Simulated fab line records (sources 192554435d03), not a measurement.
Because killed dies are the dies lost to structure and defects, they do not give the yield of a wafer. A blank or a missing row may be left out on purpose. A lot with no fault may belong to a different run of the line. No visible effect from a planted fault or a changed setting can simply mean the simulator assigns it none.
The tool behind it: which one? / flow n5 finfet / 7 lots, 21 wafers sampled, at 4 steps of a route of 1938

## WHAT THE GAUGES SHOWED, per wafer
N5_BEOL_M9_OCD_MEAS_38.
lot=L995; measured=day 10 14:27; on=ocd-02; trench depth nm (nm)=151.0 151.6 147.3
lot=L994; measured=day 10 15:42; on=ocd-01; trench depth nm (nm)=151.2 151.4 146.1
lot=L996; measured=day 11 11:31; on=ocd-01; trench depth nm (nm)=147.1 152.6 133.4
lot=L998; measured=day 11 15:59; on=ocd-02; trench depth nm (nm)=151.2 134.4 146.9
lot=L100; measured=day 12 04:27; on=ocd-02; trench depth nm (nm)=149.0 151.9 147.1
lot=L112; measured=day 14 23:23; on=ocd-02; trench depth nm (nm)=149.8 145.9 146.0
lot=L110; measured=day 15 03:18; on=ocd-02; trench depth nm (nm)=150.2 145.5 150.8

## TOOL THAT RAN EACH LOT (tool first, then ch and the chambers of the sampled wafers, then the start)
lot=L995; N5_BEOL_M8_CURE_75=uv cure-02 ch 0, day 10 07:53; N5_BEOL_M9_PECVD_70=pecvd-01 ch 0,1, day 10 11:07; N5_BEOL_M9_TRENCH_ETCH_37=rie diel-02 ch 0,1,3, day 10 14:17
lot=L994; N5_BEOL_M8_CURE_75=uv cure-03 ch 0, day 10 07:58; N5_BEOL_M9_PECVD_70=pecvd-02 ch 0,1,2, day 10 11:59; N5_BEOL_M9_TRENCH_ETCH_37=rie diel-02 ch 1,2,3, day 10 15:32
lot=L996; N5_BEOL_M8_CURE_75=uv cure-01 ch 0, day 10 22:03; N5_BEOL_M9_PECVD_70=pecvd-02 ch 0,2, day 11 01:03; N5_BEOL_M9_TRENCH_ETCH_37=rie diel-02 ch 0,3, day 11 11:20
lot=L998; N5_BEOL_M8_CURE_75=uv cure-01 ch 0, day 11 05:09; N5_BEOL_M9_PECVD_70=pecvd-03 ch 0,1,2, day 11 08:46; N5_BEOL_M9_TRENCH_ETCH_37=rie diel-02 ch 0,2,3, day 11 15:49
lot=L100; N5_BEOL_M8_CURE_75=uv cure-03 ch 2, day 11 18:57; N5_BEOL_M9_PECVD_70=pecvd-02 ch 0,1,2, day 11 22:27; N5_BEOL_M9_TRENCH_ETCH_37=rie diel-01 ch 0,2,3, day 12 04:17
lot=L112; N5_BEOL_M8_CURE_75=uv cure-01 ch 1, day 14 16:51; N5_BEOL_M9_PECVD_70=pecvd-01 ch 1, day 14 19:50; N5_BEOL_M9_TRENCH_ETCH_37=rie diel-02 ch 2,3, day 14 23:13
lot=L110; N5_BEOL_M8_CURE_75=uv cure-01 ch 2, day 14 20:16; N5_BEOL_M9_PECVD_70=pecvd-03 ch 2, day 15 00:55; N5_BEOL_M9_TRENCH_ETCH_37=rie diel-01 ch 1,2,3, day 15 03:07
- N5_BEOL_M8_CURE_75: cures SiCOH lowk, time 120 s.
- N5_BEOL_M9_PECVD_70: deposits SiO2 from TEOS/O2, target thk 20 nm, time 22.7 s.
- N5_BEOL_M9_TRENCH_ETCH_37: etches SiCOH lowk in C4F6/O2, target depth 151.43 nm, time 49 s.

## THE ANSWER, worked out from the rows above alone
Rule: the lots themselves supply what counts as usual. The widest of any qualifying gaps counts: lots, ordered by their means at a reading, are off when they make up no more than a third of the lots, leave a main group of 4 or more, and stand apart from it by 3 or more times the standard deviation of that group's means. A main group is skipped when, at the precision printed for the reading in the tables above, its means are all equal. Also off: a lot with no number at a reading for which 4 or more lots have one. Where the step has rows for the other lots, those lots are counted as sound.
Off, at N5_BEOL_M9_OCD_MEAS_38 on trench depth nm: L996, L998. Main group: mean 149.0 nm, sd 0.95.
A tool fits if, at a process step before that reading, it ran every lot that is off, and no sound lot after the first of them. Gauges at N5_BEOL_M9_OCD_MEAS_38: tried the same way as those tools. None of those tried fits.

## WHAT THE SIMULATOR HAD INSERTED
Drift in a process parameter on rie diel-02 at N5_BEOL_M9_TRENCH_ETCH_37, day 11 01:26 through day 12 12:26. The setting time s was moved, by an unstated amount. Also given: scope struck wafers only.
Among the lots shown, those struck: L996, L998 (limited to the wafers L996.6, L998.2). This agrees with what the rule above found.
